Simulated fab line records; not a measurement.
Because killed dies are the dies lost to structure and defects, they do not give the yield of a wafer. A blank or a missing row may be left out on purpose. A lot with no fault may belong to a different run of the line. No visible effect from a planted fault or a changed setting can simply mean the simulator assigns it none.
Split-lot study :: flow n5_finfet :: 7 lots, 39 wafers read, on a route of 1938 steps

ON THE SPLIT
At N5_SD_EPI_P_EPI_21 (deposits SiGe:B, time 355 s), the setting epi_growth_time_s was moved away from the recipe's 355 s on 15 of the 39 wafers read, by -20.7% to +59.3%. All remaining wafers had this setting at the recipe value.

FROM THE SPLIT TO THE READING: what the file shows between them, 5 steps
- N5_SD_EPI_P_EPI_MEAS_23
- N5_SD_EPI_P_HM_STRIP_48: strips SiNx in H3PO4, material SiNx, target depth 3 nm
- N5_SD_EPI_P_SRD_49: time 30 s
- N5_SD_ACTIVATION_RTA_00: time 0 s
- N5_SD_ACTIVATION_LSA_01: time 0.0008 s

THE READING
RS_SD_P in ohm/sq, measured at N5_SD_ACTIVATION_RS_MEAS_03 by four-point-probe. A value of 56.3 ohm/sq with a standard deviation of 1.1 ohm/sq is what fault-free wafers of this fab line usually give.

wafer: L086.1
tool, chamber at the split: epi_rpcvd-04, 0
epi_growth_time_s as run, s: 431.4
against the recipe: +21.5%
RS_SD_P, ohm/sq: 48.6
against lot-mates on the recipe: -7.2

wafer: L086.2
tool, chamber at the split: epi_rpcvd-04, 0
epi_growth_time_s as run, s: 355
against the recipe: recipe
RS_SD_P, ohm/sq: 56.0
against lot-mates on the recipe: -

wafer: L086.3
tool, chamber at the split: epi_rpcvd-04, 0
epi_growth_time_s as run, s: 431.4
against the recipe: +21.5%
RS_SD_P, ohm/sq: 49.2
against lot-mates on the recipe: -6.6

wafer: L086.4
tool, chamber at the split: epi_rpcvd-04, 0
epi_growth_time_s as run, s: 355
against the recipe: recipe
RS_SD_P, ohm/sq: 56.2
against lot-mates on the recipe: -

wafer: L086.5
tool, chamber at the split: epi_rpcvd-04, 0
epi_growth_time_s as run, s: 431.4
against the recipe: +21.5%
RS_SD_P, ohm/sq: 49.0
against lot-mates on the recipe: -6.8

wafer: L086.6
tool, chamber at the split: epi_rpcvd-04, 0
epi_growth_time_s as run, s: 355
against the recipe: recipe
RS_SD_P, ohm/sq: 55.1
against lot-mates on the recipe: -

wafer: L087.2
tool, chamber at the split: epi_rpcvd-01, 0
epi_growth_time_s as run, s: 355
against the recipe: recipe
RS_SD_P, ohm/sq: 57.5
against lot-mates on the recipe: -

wafer: L087.4
tool, chamber at the split: epi_rpcvd-01, 0
epi_growth_time_s as run, s: 355
against the recipe: recipe
RS_SD_P, ohm/sq: 57.8
against lot-mates on the recipe: -

wafer: L087.6
tool, chamber at the split: epi_rpcvd-01, 0
epi_growth_time_s as run, s: 355
against the recipe: recipe
RS_SD_P, ohm/sq: 57.7
against lot-mates on the recipe: -

wafer: L090.1
tool, chamber at the split: epi_rpcvd-01, 0
epi_growth_time_s as run, s: 281.4
against the recipe: -20.7%
RS_SD_P, ohm/sq: 64.7
against lot-mates on the recipe: +9.1

wafer: L090.2
tool, chamber at the split: epi_rpcvd-01, 0
epi_growth_time_s as run, s: 355
against the recipe: recipe
RS_SD_P, ohm/sq: 55.7
against lot-mates on the recipe: -

wafer: L090.3
tool, chamber at the split: epi_rpcvd-01, 0
epi_growth_time_s as run, s: 355
against the recipe: recipe
RS_SD_P, ohm/sq: 55.3
against lot-mates on the recipe: -

wafer: L090.4
tool, chamber at the split: epi_rpcvd-01, 0
epi_growth_time_s as run, s: 355
against the recipe: recipe
RS_SD_P, ohm/sq: 55.7
against lot-mates on the recipe: -

wafer: L090.5
tool, chamber at the split: epi_rpcvd-01, 0
epi_growth_time_s as run, s: 281.4
against the recipe: -20.7%
RS_SD_P, ohm/sq: 63.4
against lot-mates on the recipe: +7.8

wafer: L090.6
tool, chamber at the split: epi_rpcvd-01, 0
epi_growth_time_s as run, s: 281.4
against the recipe: -20.7%
RS_SD_P, ohm/sq: 64.2
against lot-mates on the recipe: +8.6

wafer: L094.1
tool, chamber at the split: epi_rpcvd-04, 0
epi_growth_time_s as run, s: 463.1
against the recipe: +30.5%
RS_SD_P, ohm/sq: 47.6
against lot-mates on the recipe: -8.2

wafer: L094.2
tool, chamber at the split: epi_rpcvd-04, 0
epi_growth_time_s as run, s: 355
against the recipe: recipe
RS_SD_P, ohm/sq: 56.1
against lot-mates on the recipe: -

wafer: L094.3
tool, chamber at the split: epi_rpcvd-04, 0
epi_growth_time_s as run, s: 463.1
against the recipe: +30.5%
RS_SD_P, ohm/sq: 46.5
against lot-mates on the recipe: -9.3

wafer: L094.4
tool, chamber at the split: epi_rpcvd-04, 0
epi_growth_time_s as run, s: 355
against the recipe: recipe
RS_SD_P, ohm/sq: 55.7
against lot-mates on the recipe: -

wafer: L094.5
tool, chamber at the split: epi_rpcvd-04, 0
epi_growth_time_s as run, s: 463.1
against the recipe: +30.5%
RS_SD_P, ohm/sq: 46.9
against lot-mates on the recipe: -8.9

wafer: L094.6
tool, chamber at the split: epi_rpcvd-04, 0
epi_growth_time_s as run, s: 355
against the recipe: recipe
RS_SD_P, ohm/sq: 55.6
against lot-mates on the recipe: -

wafer: L095.1
tool, chamber at the split: epi_rpcvd-01, 0
epi_growth_time_s as run, s: 355
against the recipe: recipe
RS_SD_P, ohm/sq: 55.5
against lot-mates on the recipe: -

wafer: L095.2
tool, chamber at the split: epi_rpcvd-01, 0
epi_growth_time_s as run, s: 565.6
against the recipe: +59.3%
RS_SD_P, ohm/sq: 40.3
against lot-mates on the recipe: -15.4

wafer: L095.3
tool, chamber at the split: epi_rpcvd-01, 0
epi_growth_time_s as run, s: 355
against the recipe: recipe
RS_SD_P, ohm/sq: 55.5
against lot-mates on the recipe: -

wafer: L095.4
tool, chamber at the split: epi_rpcvd-01, 0
epi_growth_time_s as run, s: 565.6
against the recipe: +59.3%
RS_SD_P, ohm/sq: 41.1
against lot-mates on the recipe: -14.6

wafer: L095.5
tool, chamber at the split: epi_rpcvd-01, 0
epi_growth_time_s as run, s: 565.6
against the recipe: +59.3%
RS_SD_P, ohm/sq: 41.0
against lot-mates on the recipe: -14.7

wafer: L095.6
tool, chamber at the split: epi_rpcvd-01, 0
epi_growth_time_s as run, s: 355
against the recipe: recipe
RS_SD_P, ohm/sq: 56.2
against lot-mates on the recipe: -

wafer: L096.1
tool, chamber at the split: epi_rpcvd-01, 0
epi_growth_time_s as run, s: 535
against the recipe: +50.7%
RS_SD_P, ohm/sq: 41.9
against lot-mates on the recipe: -13.7

wafer: L096.2
tool, chamber at the split: epi_rpcvd-01, 0
epi_growth_time_s as run, s: 535
against the recipe: +50.7%
RS_SD_P, ohm/sq: 42.1
against lot-mates on the recipe: -13.5

wafer: L096.3
tool, chamber at the split: epi_rpcvd-01, 0
epi_growth_time_s as run, s: 355
against the recipe: recipe
RS_SD_P, ohm/sq: 55.8
against lot-mates on the recipe: -

wafer: L096.4
tool, chamber at the split: epi_rpcvd-01, 0
epi_growth_time_s as run, s: 535
against the recipe: +50.7%
RS_SD_P, ohm/sq: 42.1
against lot-mates on the recipe: -13.5

wafer: L096.5
tool, chamber at the split: epi_rpcvd-01, 0
epi_growth_time_s as run, s: 355
against the recipe: recipe
RS_SD_P, ohm/sq: 55.4
against lot-mates on the recipe: -

wafer: L096.6
tool, chamber at the split: epi_rpcvd-01, 0
epi_growth_time_s as run, s: 355
against the recipe: recipe
RS_SD_P, ohm/sq: 55.5
against lot-mates on the recipe: -

wafer: L097.1
tool, chamber at the split: epi_rpcvd-01, 0
epi_growth_time_s as run, s: 355
against the recipe: recipe
RS_SD_P, ohm/sq: 54.6
against lot-mates on the recipe: -

wafer: L097.2
tool, chamber at the split: epi_rpcvd-01, 0
epi_growth_time_s as run, s: 355
against the recipe: recipe
RS_SD_P, ohm/sq: 54.1
against lot-mates on the recipe: -

wafer: L097.3
tool, chamber at the split: epi_rpcvd-01, 0
epi_growth_time_s as run, s: 355
against the recipe: recipe
RS_SD_P, ohm/sq: 53.8
against lot-mates on the recipe: -

wafer: L097.4
tool, chamber at the split: epi_rpcvd-01, 0
epi_growth_time_s as run, s: 355
against the recipe: recipe
RS_SD_P, ohm/sq: 53.8
against lot-mates on the recipe: -

wafer: L097.5
tool, chamber at the split: epi_rpcvd-01, 0
epi_growth_time_s as run, s: 355
against the recipe: recipe
RS_SD_P, ohm/sq: 53.6
against lot-mates on the recipe: -

wafer: L097.6
tool, chamber at the split: epi_rpcvd-01, 0
epi_growth_time_s as run, s: 355
against the recipe: recipe
RS_SD_P, ohm/sq: 54.0
against lot-mates on the recipe: -

FIT RESULTS
A straight line over all 39 wafers: RS_SD_P changes by -0.276 ohm/sq for each +1% of epi_growth_time_s; r = -0.98; the points scatter about the line by 1.3 ohm/sq.
The same after taking each lot's own level away (the mean of its wafers on the recipe; 39 wafers): -0.279 ohm/sq for each +1%; r = -0.99; scatter 0.97 ohm/sq.
According to that fit, moving epi_growth_time_s by its largest amount changes the reading by 17 ohm/sq.
The span of the lots' own levels, 53.98 to 57.67 ohm/sq, comes to 3.3 times the standard deviation stated above.
So the lot-to-lot level changes the slope little: the two slopes agree.
Check: for one of the wafers moved furthest among these (+59.3%), held out of the fit, the line's prediction against its lot-mates is -16.4 ohm/sq. It came out at -15.4 ohm/sq against them.

OTHER SPLITS APPLIED TO THESE WAFERS
Note: prior to the reading, these wafers also went through further splits. Each is held against what the fit with the lots' levels taken away leaves over:
other split on the same wafers: N5_FIN_SAQP_SPACER1_ALD_24 ald_cycles
wafers away from the commonest value: 9
r with RS_SD_P (lot level and that fit taken away): +0.28

other split on the same wafers: N5_DUMMY_GATE_DESCUM_20 time_s
wafers away from the commonest value: 12
r with RS_SD_P (lot level and that fit taken away): -0.23

THE WHOLE CHAIN: every reading that the file lists as answering this split, in the file's order
step: N5_SD_EPI_P_EPI_21
what it does: deposits SiGe:B, time 355 s
reading: SiGe-B_of_SD_EPI_P_EPI_21.thk_nm (the simulator's own value, which no gauge read)
change (the file's fit): +0.389 nm for each +1% of the setting
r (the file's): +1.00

step: N5_SD_EPI_P_EPI_MEAS_23
what it does: 
reading: thk_nm
change (the file's fit): withheld for each +1% of the setting
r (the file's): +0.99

step: N5_SD_ACTIVATION_RS_MEAS_03
what it does: measures by four-point-probe
reading: RS_SD_P
change (the file's fit): -0.273 for each +1% of the setting
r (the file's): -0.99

THE FILE'S OWN FIT
RS_SD_P changes by -0.273 ohm/sq for each +1% of epi_growth_time_s, r = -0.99.
